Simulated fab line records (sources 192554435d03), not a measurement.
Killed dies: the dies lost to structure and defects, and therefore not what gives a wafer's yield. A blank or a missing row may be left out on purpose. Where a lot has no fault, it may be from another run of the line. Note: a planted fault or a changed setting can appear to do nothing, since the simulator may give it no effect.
Struck lot and sound lot, side by side	flow n5_finfet	38 steps out of a route of 1938
Sound: wafers L603.2, L603.4, L603.6. Wafers struck: L607.1, L607.2, L607.6. The cause comes at the end.
Order at every step that has rows: each side's tool, ch and its chambers, its first start. Under that, the readings that differ: sound wafers	struck wafers	difference of the means	sigmas: that difference in standard deviations of wafers without a fault.
alike: words and numbers the same on both sides, and readings whose means are apart by under 2 such deviations; not compared: readings that were withheld, readings missing a value for some wafer, numbers with overlapping values and no deviation given by the record, and bounds like >300 which may hide the same value.
A row with sigmas, a row that says differs or no value, or rows on one side alone: a step with any of these is where the two part. Numbers that have no deviation but don't overlap get no sigmas and don't part them. Lack of a reading on every wafer of one side parts them only where that side has two or more wafers.

first, 8 steps without rows for these wafers: N5_BEOL_M0_ECD_118 (material Cu, target thk 300 nm); N5_BEOL_M0_ANNEAL_119 (time 90 s); N5_BEOL_M0_CMP_120 (polishes, stops on SiOC, t overpolish 6.9 s); N5_BEOL_M0_PRE_CLEAN_131 (time 15 s); N5_BEOL_M0_CO_CAP_123 (material Co, precursor CCTBA/H2, target thk 2 nm, time 102.1 s); N5_BEOL_M0_PRE_CLEAN_124 (time 15 s); N5_BEOL_M0_DEP_125 (deposits SiCN from 3MS/NH3, target thk 8 nm, time 14 s); N5_BEOL_M1_ILD_DEP_00 (deposits SiOC from DEMS/O2, target thk 79 nm, time 15.3 s).
N5_BEOL_M1_PECVD_72: deposits SiO2 from TEOS/O2, target thk 16 nm, time 18 s.
  sound on pecvd-01 ch 0,1,2, day 7 23:46; struck on pecvd-01 ch 0,1,2, day 9 06:44
  alike: heater_power_outer_w, heater_power_w, showerhead_plenum_p_Torr, throttle_valve_pct
then, 10 steps without rows for these wafers: N5_BEOL_M1_HM_DEP_02 (deposits TiN, target thk 20 nm); N5_BEOL_M1_COAT_61 (time 60 s, resist thk 60 nm); N5_BEOL_M1_COAT_62 (time 60 s, resist thk 12 nm); N5_BEOL_M1_COAT_73 (time 60 s, resist thk 5 nm); N5_BEOL_M1_COAT_05 (resist thk 30 nm); N5_BEOL_M1_EBR_07; N5_BEOL_M1_SOFTBAKE_06 (time 60 s); N5_BEOL_M1_EXPOSE_08 (exposes mask M1); N5_BEOL_M1_PEB_09 (peb time 60 s); N5_BEOL_M1_DEVELOP_10 (develop time 30 s).
N5_BEOL_M1_INSPECT_13: inspects for defects (brightfield).
  struck on defect_inspect-01, day 9 08:52; sound on defect_inspect-01, day 8 00:19
reading	sound	struck	difference	sigmas
raw_defect_count	516 443 432	826 895 783	+371	+4
then, 15 steps without rows for these wafers: N5_BEOL_M1_DESCUM_16 (chemistry O2, time 7 s); N5_BEOL_M1_ETCH_74 (etches underlayer in N2/H2, target depth 6.5 nm, time 5.2 s); N5_BEOL_M1_ETCH_63 (etches SiARC in CF4, target depth 15.6 nm, time 26 s); N5_BEOL_M1_ETCH_64 (etches SOC in N2/H2, target depth 75 nm, overetch 15 nm, time 112.5 s); N5_BEOL_M1_STRIP_65 (strips in N2/H2); N5_BEOL_M1_STRIP_75 (strips in N2/H2); N5_BEOL_M1_STRIP_66 (strips in CF4); N5_BEOL_M1_HM_OPEN_17 (chemistry Cl2/BCl3, target TiN, target depth 20 nm, overetch 6 nm); N5_BEOL_M1_STRIP_19 (strips in O2); N5_BEOL_M1_COAT_67 (time 60 s, resist thk 60 nm); N5_BEOL_M1_COAT_68 (time 60 s, resist thk 12 nm); N5_BEOL_M1_COAT_76 (time 60 s, resist thk 5 nm); N5_BEOL_M1_COAT_22 (resist thk 30 nm); N5_BEOL_M1_EBR_24; N5_BEOL_M1_SOFTBAKE_23 (time 60 s).
N5_BEOL_M1_INSPECT_30: inspects for defects (brightfield).
  struck on defect_inspect-01, day 9 09:44; sound on defect_inspect-01, day 8 01:14
reading	sound	struck	difference	sigmas
raw_defect_count	480 432 417	783 949 793	+399	+4
N5_BEOL_M4_RC_MEAS_101:
  sound on prober-01 ch 0, day 9 22:51; struck on prober-02 ch 0, day 11 08:00
  alike: DIBL_N, DIBL_P, IOFF_N, IOFF_P, ION_N, ION_P, SS_N, SS_P, VT_N, VT_P
-- the record jumps here: 4 days lie between the struck wafers' starts before and after (it left off in module BEOL_M4 and takes up again in module PASSIVATION, whose first step shown is number 1936 of the route) --
N5_PASSIVATION_PROBE_49:
  struck on prober-01, day 15 18:46; sound on prober-02, day 14 09:02
reading	sound	struck	difference	sigmas
defect_limited_yield (%)	91.6 92.8 90.8	83.6 85.2 82.7	-7.9	-5
killed_at_M0_to_M3	23 23 22	134 136 139	+114	+10
killed_dies	99 85 109	193 175 204	+93	+5
sort_bin_5_function (%)	5.2 4.2 5.3	10.8 9.4 11.2	+5.6	+6
sort_n_pass	1081 1095 1071	987 1005 976	-93	-5
sort_yield_pct (%)	91.6 92.8 90.8	83.6 85.2 82.7	-7.9	-5
  alike: killed_at_M4_up, killed_at_contacts, killed_at_front_end, killed_at_other, killed_open, killed_short, sort_bin_6_memory

## WHERE THEY PART
Earliest at N5_BEOL_M1_INSPECT_13; latest, in this record, at N5_PASSIVATION_PROBE_49.

WHY: what had been put in by the simulator
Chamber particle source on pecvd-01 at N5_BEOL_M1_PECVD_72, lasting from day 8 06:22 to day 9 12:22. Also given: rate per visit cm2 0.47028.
